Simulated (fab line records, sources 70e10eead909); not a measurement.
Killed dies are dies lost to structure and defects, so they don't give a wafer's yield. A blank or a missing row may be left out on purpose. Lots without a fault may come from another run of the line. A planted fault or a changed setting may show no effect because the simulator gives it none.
Problem report in the 8D (eight disciplines) form, filled by code | flow nand_harc | the parts of the form that need people (team, actions taken, sign-off) are left out

1. THE PROBLEM
killed_dies at NHARC_END_SORT_01 reads a mean of 500 on 6 wafers of 2 lots; wafers without a fault read 58 with a standard deviation of 20. That is +22 standard deviations from the usual mean.
First seen on wafer L945.1, day 31 02:01, on prober-02. The record holds 6 wafers of 2 lots with a number at this step. Rule for "out", or "out of limits": more than 4 standard deviations from the usual mean. The other wafers with a number count as sound.

2. WHAT IT IS AND WHAT IT IS NOT
question                    | is                           | is not
which readings at this step | killed_dies, killed_at_array | killed_at_periphery, killed_open, killed_short
which lots                  | L944, L945                   | -
which wafers of those lots  | all that have a number       | -
read on which gauges        | prober-01, prober-02         | -
when                        | from day 31 02:01            | up to then (0 sound wafers)

3. SUSPECTS, AND WHAT RULES EACH OUT
Counting: a tool at a process step up to the reading stays a suspect if it ran every lot that is out and no sound lot after the first of them.
- the gauge at NHARC_END_SORT_01: ruled out. The wafers that are out were read on 2 gauges (prober-01, prober-02).
- cvd_w-02 at NHARC_A_WL_FILL_CVD_03 (deposits W, target thk 40 nm, time 279 s): kept. It ran every lot that is out, first L944 (day 26 18:07), and no sound lot after that.
Left after counting: cvd_w-02 at NHARC_A_WL_FILL_CVD_03.

4. THE CAUSE (what the simulator had put in)
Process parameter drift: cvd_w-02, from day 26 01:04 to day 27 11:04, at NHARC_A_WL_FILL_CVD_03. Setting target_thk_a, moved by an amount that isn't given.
Counting left only this tool.

5. THE CHAIN OF EFFECTS, in route order
Each row: a reading whose mean over the struck wafers that have a number lies more than 3 standard deviations from the usual. Only readings for which the record gives a usual standard deviation are gone through. hours: the time from each lot's start at the first step in this table that gives one to its start at this step, as a median over the lots. sigmas: the change in usual standard deviations.
hours | step              | reading         | usual | on struck wafers | change | sigmas
0     | NHARC_END_SORT_01 | killed_at_array | 54    | 495              | +441   | +21
0     | NHARC_END_SORT_01 | killed_dies     | 58    | 500              | +442   | +22

6. WHAT WOULD HAVE CAUGHT IT SOONER
In this record the first reading out of limits at a measuring or inspecting step was taken at day 31 02:01, 121 hours after the fault began at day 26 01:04.
Of the tool readings at NHARC_A_WL_FILL_CVD_03 for which the record gives a usual standard deviation, none was out on any struck wafer, so an alarm limit of 4 standard deviations on them would not have fired.
All the lots that are out (2) had begun NHARC_A_WL_FILL_CVD_03 on cvd_w-02 by day 31 02:01. A hold on the tool at that time would have spared none of them.
